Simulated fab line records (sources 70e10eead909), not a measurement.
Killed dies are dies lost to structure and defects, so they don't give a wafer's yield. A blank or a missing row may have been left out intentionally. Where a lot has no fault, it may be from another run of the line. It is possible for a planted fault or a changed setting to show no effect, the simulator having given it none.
Problem report, 8D (eight disciplines) form, completed by code + flow nandHarc + the parts of the form that need people (team, actions taken, sign-off) are left out

== 1. THE ISSUE ==
Wafers without a fault read 117.4 nm, standard deviation 1.3; thkNm at NHARC_P_M0_THK_MEAS_24 reads a mean of 109.6 nm on 3 wafers belonging to 3 lots. Measured from the usual mean, that is -6.0 standard deviations.
The step: measures by xrf.
Seen first at day 12 09:09 on filmMetro-01, wafer L146.6. The record has a number at this step for 37 wafers belonging to 13 lots. The rule behind "out" and "out of limits": a value lying over 4 standard deviations away from the usual mean. The other wafers with a number count as sound.

== 2. WHAT IT IS AND WHAT IT IS NOT ==
| question                    | is                         | is not                                                                                       |
|-----------------------------|----------------------------|----------------------------------------------------------------------------------------------|
| which readings at this step | thkNm                      | -                                                                                            |
| which lots                  | L146, L147, L149           | L132, L133, L136, L137, L138, L141, L142, L150, L151, L152                                   |
| which wafers of those lots  | L146.6, L147.6, L149.3     | L146.4, L146.5, L147.5, L149.5                                                               |
| read on which gauges        | filmMetro-01, filmMetro-02 | -                                                                                            |
| when                        | from day 12 09:09          | up to then (23 sound wafers); but 11 sound wafers of L147, L149, L150, L151, L152 came after |

== 3. SUSPECTS, AND WHAT RULES EACH OUT ==
Counting: if a tool at a process step up to the reading ran every lot that is out, it stays a suspect. Sound lots after the first of them don't rule it out here, since some wafers of a struck lot are sound.
- the gauge at NHARC_P_M0_THK_MEAS_24 has been ruled out. Those wafers that are out were read across 2 gauges (filmMetro-01, filmMetro-02).
- cvdW-01 at NHARC_P_CONTACT_CVD_23 (deposits W, target thk 200 nm, time 557 s): kept. It ran every lot that is out, first L146 (day 12 08:50); its last sound lot up to then is L142 (day 10 17:03). Because NHARC_P_CONTACT_CVD_23 lacks a start for some lots, the hours and order of its lots are taken from NHARC_P_M0_CMP_23.
- cmp-03 at NHARC_P_M0_CMP_23 (polishes, t overpolish 20 s, target thk 117.54 nm): kept. It ran every lot that is out, first L146 (day 12 08:50); its last sound lot up to then is L142 (day 10 17:03). Its own timeToEndpointS readings are out on those wafers.
The count leaves cmp-03 at NHARC_P_M0_CMP_23 and cvdW-01 at NHARC_P_CONTACT_CVD_23.

== 4. THE CAUSE (what the simulator had put in) ==
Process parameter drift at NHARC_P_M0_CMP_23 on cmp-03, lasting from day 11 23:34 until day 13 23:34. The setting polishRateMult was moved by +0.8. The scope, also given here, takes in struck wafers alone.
Counting left 2 suspects, and this tool is among them.

== 5. THE EFFECT CHAIN, in route order ==
One row per reading whose mean, taken over the struck wafers that have a number, lies over 3 standard deviations from the usual. Scope: only readings with a usual standard deviation given in the record; hours: median across lots of the time from each lot's start at the first step in this table that gives one to its start at this step; sigmas: change in usual standard deviations.
| hours | step                   | reading         | usual    | on struck wafers | change | sigmas |
|-------|------------------------|-----------------|----------|------------------|--------|--------|
| 0     | NHARC_P_M0_CMP_23      | timeToEndpointS | 28.0 s   | 14.5             | -13.5  | -5.6   |
| 0     | NHARC_P_M0_THK_MEAS_24 | thkNm           | 117.4 nm | 109.6            | -7.8   | -6.0   |
Its process steps:
- NHARC_P_M0_CMP_23: polishes, t overpolish 20 s, target thk 117.54 nm.

== 6. WHAT WOULD HAVE CAUGHT IT SOONER ==
10 hours passed between the start of the fault at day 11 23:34 and the first reading out of limits at a measuring or inspecting step in this record, taken at day 12 09:09.
At NHARC_P_M0_CMP_23, the tool's own readings (timeToEndpointS) were out on each struck wafer the step has a row for, so an alarm limit on them would have fired on the first such wafer.
L147, L149, from the lots that are out (3), started NHARC_P_M0_CMP_23 on cmp-03 later than day 12 09:09. A hold on the tool at that time would have spared those 2.
